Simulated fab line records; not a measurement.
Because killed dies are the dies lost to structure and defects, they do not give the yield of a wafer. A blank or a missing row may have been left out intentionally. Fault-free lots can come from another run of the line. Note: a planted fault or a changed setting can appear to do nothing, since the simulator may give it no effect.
fab line records    flow nand-harc
record lots=13  wafers=39  last-day=24
route steps=1159 shown P_M2@338 P_BONDPAD@369
lots with no fault: from the same line, run without faults
start-h: the number of hours between the record's first day and the start of the first shown wafer of the lot    wait-h: hours since the lot's step before    " repeats the value in the row above    L1.1+2: a single row standing in for several wafers    - no value, or no start was given    * or withheld: withheld    < > ~ a bound
route shown NAME@n: names a module that has steps shown in the file, with the first one's number in the route    usual: mean/standard deviation taken from wafers without a fault    same: alike in all rows    chamber/n: place in a boat    sites: each site's reading    _std_site: the standard deviation of these    _edge_site: inner sites' mean taken away from outer sites' mean    radius-mm: for every site, how far away it sits from the centre of the wafer    mask NAME#n: copy n    behind: tool/chamber where the wafer was last shaped    hold: why the lot was held/for how many hours/how that ended    device: names the non-switching transistor (n, p or np)    end of line: tests run on the same wafers once the route is complete    a step given without rows: its recipe and nothing more    killed: at the first sort, the dies lost to defects and structure; wafer yield is something else    map: shows each die of a wafer: x if killed, . if not, _ if none is there
set.NAME: setting as actually run; set.NAME@STEP: the setting as run at that earlier step    model.NAME: the simulator's own value behind a step, which no gauge read
a sample of lots followed through the steps of the route, with each step as a table and each wafer as a row
services: a tool's chamber out of use, with start hour (start-h, from the record's first day; less than 0 if before it), hours out, and reason
## steps
# step NHARC_P_M2_DEGAS_29
# recipe temp-c=250  time-s=60
# usual heater-power-w=333/39
lot.wafer  tool            chamber  start-h  wait-h  heater-power-w
L461.1     pvd-sputter-03  -        135.23   -       357
L461.4     "               -        "        "       284
L461.6     "               -        "        "       366
L462.1     pvd-sputter-01  -        140.76   -       321
L462.2     "               -        "        "       281
L462.4     "               -        "        "       321
L463.3     pvd-sputter-03  -        141.60   -       373
L463.1     "               -        "        "       289
L463.5     "               -        "        "       379
L466.3     pvd-sputter-01  -        148.00   -       361
L466.5     "               -        "        "       355
L466.6     "               -        "        "       325
L464.3     pvd-sputter-02  -        155.48   -       242
L464.5     "               -        "        "       361
L464.6     "               -        "        "       351
L467.3     pvd-sputter-02  -        164.46   -       302
L467.1     "               -        "        "       336
L467.5     "               -        "        "       360
L468.2     pvd-sputter-02  -        165.12   -       246
L468.3     "               -        "        "       298
L468.5     "               -        "        "       240
L470.2     pvd-sputter-03  -        174.55   -       356
L470.4     "               -        "        "       369
L470.6     "               -        "        "       372
L471.4     pvd-sputter-03  -        175.74   -       366
L471.2     "               -        "        "       360
L471.6     "               -        "        "       357
L469.1     pvd-sputter-03  -        177.41   -       298
L469.4     "               -        "        "       386
L469.5     "               -        "        "       296
L480.3     pvd-sputter-02  -        241.04   -       329
L480.2     "               -        "        "       299
L480.5     "               -        "        "       363
L481.4     pvd-sputter-03  -        248.25   -       291
L481.1     "               -        "        "       376
L481.6     "               -        "        "       367
L482.2     pvd-sputter-03  -        248.87   -       293
L482.5     "               -        "        "       358
L482.6     "               -        "        "       290
# step NHARC_P_BONDPAD_ETCH_12
# recipe target-depth-a=2000  time-s=100  chf3-flow-sccm=50  o2-flow-sccm=10  ar-flow-sccm=200  rf-w=500  bias-w=200  chemistry=CHF3/O2
# usual chf3-flow-sccm=50.00/0.17  drypump-motor-current-A=5.7/0.39  oes-product-au=0.943/0.024  rf-vpp-V=370.3/2.4  showerhead-plenum-p-Torr=2.39/0.11  throttle-valve-pct=20.572/0.0088
lot.wafer  tool         chamber  start-h  wait-h  chf3-flow-sccm  drypump-motor-current-A  oes-product-au  rf-hours-counter-h  rf-vpp-V  showerhead-plenum-p-Torr  throttle-valve-pct
L461.1     rie-diel-04  2        138.99   -       49.99           6.0                      0.982           2                   368.1     2.30                      20.569
L461.4     "            1        "        "       49.95           5.4                      0.959           2                   372.8     2.51                      20.583
L461.6     "            2        "        "       50.13           6.0                      0.996           -                   369.0     2.31                      20.558
L462.2     rie-diel-04  3        144.49   -       49.82           5.5                      0.973           2                   367.1     2.26                      20.570
L462.1     "            1        "        "       49.79           5.5                      0.960           2                   374.1     2.51                      20.589
L462.4     "            2        "        "       49.93           6.0                      0.985           2                   369.0     2.30                      20.594
L463.3     rie-diel-04  0        145.59   -       49.98           6.3                      0.914           3                   374.2     2.53                      20.568
L463.1     "            1        "        "       50.11           5.5                      0.915           2                   371.8     2.51                      20.574
L463.5     "            2        "        "       50.00           6.0                      0.941           -                   369.5     2.31                      20.581
L466.3     rie-diel-04  3        151.71   -       49.87           5.5                      0.914           3                   369.2     2.26                      20.569
L466.6     "            3        "        "       49.95           5.5                      0.916           -                   367.2     2.26                      20.570
L466.5     "            0        "        "       49.98           6.3                      0.926           -                   372.4     2.52                      20.575
L464.3     rie-diel-04  0        159.22   -       49.88           6.3                      0.982           4                   372.6     2.52                      20.562
L464.5     "            0        "        "       49.79           6.3                      0.973           -                   372.9     2.52                      20.574
L464.6     "            1        "        "       49.66           5.5                      0.975           -                   374.3     2.51                      20.580
L467.3     rie-diel-04  2        168.23   -       49.68           6.0                      0.982           5                   367.8     2.30                      20.576
L467.1     "            0        "        "       49.68           6.3                      0.971           5                   374.1     2.52                      20.574
L467.5     "            1        "        "       50.00           5.5                      0.984           -                   372.7     2.51                      20.562
L468.2     rie-diel-04  1        168.87   -       49.84           5.5                      0.933           5                   373.0     2.51                      20.565
L468.3     "            2        "        "       50.27           6.0                      0.936           5                   368.3     2.30                      20.571
L468.5     "            0        "        "       50.19           6.2                      0.931           -                   373.2     2.52                      20.582
L470.2     rie-diel-04  1        178.60   -       49.93           5.5                      0.924           6                   373.5     2.51                      20.569
L470.4     "            0        "        "       50.19           6.3                      0.862           -                   373.0     2.52                      20.568
L470.6     "            3        "        "       49.96           5.5                      0.921           -                   367.5     2.26                      20.572
L471.2     rie-diel-04  3        180.17   -       50.15           5.5                      0.913           6                   368.9     2.26                      20.570
L471.4     "            0        "        "       50.05           6.3                      0.864           6                   373.0     2.52                      20.570
L471.6     "            3        "        "       50.15           5.5                      0.914           -                   366.6     2.26                      20.583
L469.1     rie-diel-09  3        181.26   -       49.90           5.7                      0.924           35                  368.1     2.28                      20.576
L469.4     "            0        "        "       50.37           5.5                      0.908           32                  368.7     2.37                      20.576
L469.5     "            3        "        "       49.98           5.7                      0.916           -                   367.9     2.28                      20.563
L480.2     rie-diel-10  0        245.02   -       50.20           5.3                      0.952           20                  370.7     2.41                      20.570
L480.3     "            2        "        "       49.92           5.2                      0.977           21                  369.8     2.36                      20.577
L480.5     "            0        "        "       50.13           5.4                      0.960           -                   370.7     2.41                      20.561
L481.1     rie-diel-09  2        252.22   -       49.78           5.5                      0.928           64                  370.8     2.41                      20.569
L481.4     "            3        "        "       49.73           5.7                      0.920           61                  367.8     2.27                      20.579
L481.6     "            0        "        "       50.16           5.4                      0.912           -                   369.9     2.36                      20.585
L482.2     rie-diel-09  0        252.79   -       49.91           5.5                      0.947           57                  368.6     2.36                      20.585
L482.6     "            3        "        "       50.02           5.7                      0.956           -                   367.1     2.27                      20.560
L482.5     "            0        "        "       50.10           5.5                      0.952           -                   369.6     2.36                      20.570
# step NHARC_P_BONDPAD_PRE_CLEAN_26
# recipe time-s=30  temp-c=280  gas=H2/He
# usual heater-power-w=411/48
lot.wafer  tool            chamber  start-h  wait-h  heater-power-w
L461.4     pvd-sputter-01  -        -        -       346
L461.1     "               -        "        "       432
L461.6     "               -        "        "       344
L462.4     pvd-sputter-03  -        -        -       459
L462.2     "               -        "        "       437
L462.1     "               -        "        "       358
L463.1     pvd-sputter-03  -        -        -       453
L463.3     "               -        "        "       359
L463.5     "               -        "        "       456
L466.3     pvd-sputter-03  -        -        -       357
L466.6     "               -        "        "       370
L466.5     "               -        "        "       453
L464.3     pvd-sputter-03  -        -        -       443
L464.5     "               -        "        "       359
L464.6     "               -        "        "       462
L467.1     pvd-sputter-03  -        -        -       472
L467.3     "               -        "        "       438
L467.5     "               -        "        "       462
L468.3     pvd-sputter-03  -        -        -       440
L468.2     "               -        "        "       352
L468.5     "               -        "        "       353
L470.2     pvd-sputter-03  -        -        -       473
L470.4     "               -        "        "       441
L470.6     "               -        "        "       440
L471.2     pvd-sputter-03  -        -        -       468
L471.4     "               -        "        "       359
L471.6     "               -        "        "       445
L469.4     pvd-sputter-03  -        -        -       366
L469.1     "               -        "        "       441
L469.5     "               -        "        "       355
L480.3     pvd-sputter-01  -        -        -       364
L480.2     "               -        "        "       479
L480.5     "               -        "        "       354
L481.4     pvd-sputter-03  -        -        -       452
L481.1     "               -        "        "       466
L481.6     "               -        "        "       439
L482.2     pvd-sputter-03  -        -        -       455
L482.6     "               -        "        "       458
L482.5     "               -        "        "       468
# step NHARC_P_BONDPAD_PVD_17
# recipe target-thk-a=50  bias-v=168.6  power-w=15000  chamber-pressure-pa=0.12  time-s=8.06  substrate-temp-c=50  material=TaN
# usual throttle-valve-pct=29.6/1.4
lot.wafer  tool            chamber  start-h  wait-h  throttle-valve-pct
L461.1     pvd-sputter-01  -        -        -       30.7
L461.4     "               -        "        "       29.0
L461.6     "               -        "        "       28.7
L462.2     pvd-sputter-03  -        -        -       29.9
L462.1     "               -        "        "       32.4
L462.4     "               -        "        "       28.6
L463.1     pvd-sputter-03  -        -        -       28.9
L463.3     "               -        "        "       29.9
L463.5     "               -        "        "       28.9
L466.3     pvd-sputter-03  -        -        -       32.4
L466.6     "               -        "        "       28.5
L466.5     "               -        "        "       28.6
L464.3     pvd-sputter-03  -        -        -       30.0
L464.5     "               -        "        "       29.8
L464.6     "               -        "        "       32.4
L467.1     pvd-sputter-03  -        -        -       32.4
L467.3     "               -        "        "       28.4
L467.5     "               -        "        "       32.2
L468.2     pvd-sputter-03  -        -        -       28.8
L468.3     "               -        "        "       32.5
L468.5     "               -        "        "       28.7
L470.2     pvd-sputter-03  -        -        -       28.6
L470.4     "               -        "        "       32.2
L470.6     "               -        "        "       29.7
L471.2     pvd-sputter-03  -        -        -       30.1
L471.4     "               -        "        "       28.4
L471.6     "               -        "        "       32.4
L469.4     pvd-sputter-03  -        -        -       28.3
L469.1     "               -        "        "       28.7
L469.5     "               -        "        "       28.8
L480.2     pvd-sputter-01  -        -        -       30.4
L480.3     "               -        "        "       27.7
L480.5     "               -        "        "       27.9
L481.1     pvd-sputter-03  -        -        -       29.9
L481.4     "               -        "        "       32.3
L481.6     "               -        "        "       28.6
L482.2     pvd-sputter-03  -        -        -       29.9
L482.6     "               -        "        "       28.3
L482.5     "               -        "        "       28.6
## services
tool            chamber  start-h  hours  kind
rie-diel-04     2        111.87   8.5    repair
rie-diel-04     -        111.90   9.0    pm
rie-diel-04     0        111.90   9.0    vent-cycle
rie-diel-04     1        111.90   9.0    vent-cycle
rie-diel-04     3        111.90   9.0    vent-cycle
rie-diel-04     0        120.90   -      clean
rie-diel-04     1        120.90   -      clean
rie-diel-04     2        120.90   -      clean
rie-diel-10     0        131.38   2.7    repair
pvd-sputter-01  -        158.01   10.0   pm
pvd-sputter-01  -        169.99   10.7   repair
pvd-sputter-02  -        174.14   7.8    repair
rie-diel-10     -        176.50   9.0    pm
rie-diel-04     2        178.37   1.5    repair
pvd-sputter-01  -        184.48   9.0    repair
rie-diel-09     0        195.54   6.6    repair
rie-diel-04     -        195.89   0.3    repair
rie-diel-04     0        206.22   5.4    repair
rie-diel-09     2        206.77   3.1    repair
pvd-sputter-02  -        214.01   10.0   pm
rie-diel-04     0        215.23   5.7    repair
rie-diel-10     0        219.55   4.4    repair
pvd-sputter-03  -        243.63   3.9    repair
rie-diel-04     0        246.58   15.6   repair
## key
first-sign step=NHARC_P_BONDPAD_ETCH_12  reading=oes-product-au  direction=down  sigmas=3.3  usual=0.943  struck=0.863
effect none on later readings
met-at NHARC_P_BONDPAD_ETCH_12
struck-lots L470,L471
struck-wafers L470.4,L471.4
later-rows-left-out L470.4,L471.4
sort-left-out L470.4,L471.4
not-acting-at NHARC_P_M2_DEGAS_29,NHARC_P_BONDPAD_PRE_CLEAN_26,NHARC_P_BONDPAD_PVD_17
onset-between 168.87 178.60
fault kind=process-parameter-drift  tool=rie-diel-04  chamber=0  onset-h=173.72  steps=NHARC_P_BONDPAD_ETCH_12  channel=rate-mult  offset=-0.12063  shape=step  end-h=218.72
# sort-left-out: the simulated sort isn't trusted on such a fault, so these wafers' sort isn't shown, and their yield isn't known
# later-rows-left-out: the simulator's readings of these wafers behind a module that went badly wrong aren't trusted and aren't shown, but for the sort
